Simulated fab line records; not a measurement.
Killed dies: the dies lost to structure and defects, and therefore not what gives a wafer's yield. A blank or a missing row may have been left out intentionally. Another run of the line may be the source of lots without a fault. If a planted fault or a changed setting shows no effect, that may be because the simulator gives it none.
Struck lot and sound lot, side by side || flow nand_harc || 15 out of 1159 route steps
Sound: these wafers, L278.1, L278.2, L278.4. Struck: wafer L290.3 (L290.5, L290.6, from the same lot, were not struck and are left out); the cause is given at the end.
Per side, at each step with rows, come the tool, then ch with its chambers, and then its first start. Under that, the readings that differ: sound wafers || struck wafers || difference of the means || sigmas: that difference in standard deviations of wafers without a fault.
alike: readings whose means differ by less than 2 such deviations, and words and numbers that are the same on both sides. not compared: withheld readings, readings that some wafer has no value for, bounds like >300 that may hide the same value, and numbers for which the record gives no deviation and whose values overlap.
The two part at a step that has a row with sigmas, a row that says differs or no value, or rows on one side only. When numbers do not overlap yet have no deviation, they are printed without sigmas and do not part them. A reading missing from all wafers of one side parts the sides only when that side holds two or more wafers.

first, 1 step without rows for these wafers: NHARC_A_CHANNEL_HOLE_D1_STRIP_43 (strips in O2/COS).
NHARC_A_CHANNEL_HOLE_D1_ETCH_44: etches the open film in CF4/O2, target depth 140 nm, overetch 14 nm, time 77 s.
  sound on rie_diel-06 ch 0,1,2, day 9 05:20; struck on rie_diel-06 ch 1, day 12 02:03
  alike: drypump_motor_current_A, oes_product_au, rf_vpp_V, showerhead_plenum_p_Torr, throttle_valve_pct
  not compared: rf_hours_counter_h
NHARC_A_CHANNEL_HOLE_D1_STRIP_27: strips in O2.
  sound: rie_diel-06 ch 0,2; struck: rie_diel-06 ch 3
  alike: drypump_motor_current_A, oes_product_au, rf_vpp_V, showerhead_plenum_p_Torr, throttle_valve_pct
  not compared: rf_hours_counter_h
then, 2 steps without rows for these wafers: NHARC_A_CHANNEL_HOLE_D1_PRECLEAN_28 (cleans in SC1); NHARC_A_CHANNEL_HOLE_D1_SRD_29.
NHARC_A_CHANNEL_HOLE_D1_CD_MEAS_30:
  struck on cd_sem-03, day 12 02:51; sound on cd_sem-01, day 9 06:16
  alike: cd_nm
NHARC_A_CHANNEL_HOLE_D1_XSEM_31:
  sound on xsem-02 ch 0, day 9 06:21; struck on xsem-02 ch 0, day 12 02:56
  alike: bot_cd_nm, bow_nm, tilt_deg
NHARC_A_CHANNEL_HOLE_D1_INSPECT_40:
  struck on defect_inspect-02, day 12 03:02; sound on defect_inspect-02, day 9 06:27
  alike: raw_defect_count
then, 2 steps without rows for these wafers: NHARC_A_CHANNEL_FILL_D1_PRECLEAN_00 (cleans in SC1); NHARC_A_CHANNEL_FILL_D1_SRD_01.
NHARC_A_CHANNEL_FILL_D1_ALD_02: deposits SiO2, target thk 6 nm, pulse time 10 s, ald cycles 60.
  sound on ald_hk-04 ch 1,2,3, day 9 06:43; struck on ald_hk-01 ch 3, day 12 06:20
  alike: heater_power_w, precursor_pulse_height_rel
  not compared: ald_cycles, susceptor_temp_C
then, 1 step without rows for these wafers: NHARC_A_CHANNEL_FILL_D1_ALD_03 (deposits SiNx, target thk 6 nm, pulse time 60 s, ald cycles 58).
NHARC_A_CHANNEL_FILL_D1_ALD_14: deposits SiO2, target thk 2.5 nm, pulse time 10 s, ald cycles 25.
  sound on ald_hk-02 ch 0,1,3, day 9 13:42; struck on ald_hk-01 ch 0, day 12 14:00
{"reading": "ald_cycles", "sound": "25 25 25", "struck": 28, "difference": "+3", "sigmas": ""}
  alike: heater_power_w, precursor_pulse_height_rel, susceptor_temp_C
NHARC_A_CHANNEL_FILL_D1_ALD_15: deposits SiNx, target thk 2 nm, pulse time 60 s, ald cycles 19.
  sound: ald_sin_batch-03 ch 0; struck: ald_sin_batch-02 ch 0
  alike: precursor_pulse_height_rel, susceptor_temp_C
  not compared: ald_cycles
NHARC_END_SORT_01:
  the record has rows for the sound wafers here (prober-01 ch 0, day 19 22:42) and none for the struck ones

== WHERE THEY PART ==
At NHARC_END_SORT_01 and nowhere else, as far as this record goes.

WHY: what had been put in by the simulator
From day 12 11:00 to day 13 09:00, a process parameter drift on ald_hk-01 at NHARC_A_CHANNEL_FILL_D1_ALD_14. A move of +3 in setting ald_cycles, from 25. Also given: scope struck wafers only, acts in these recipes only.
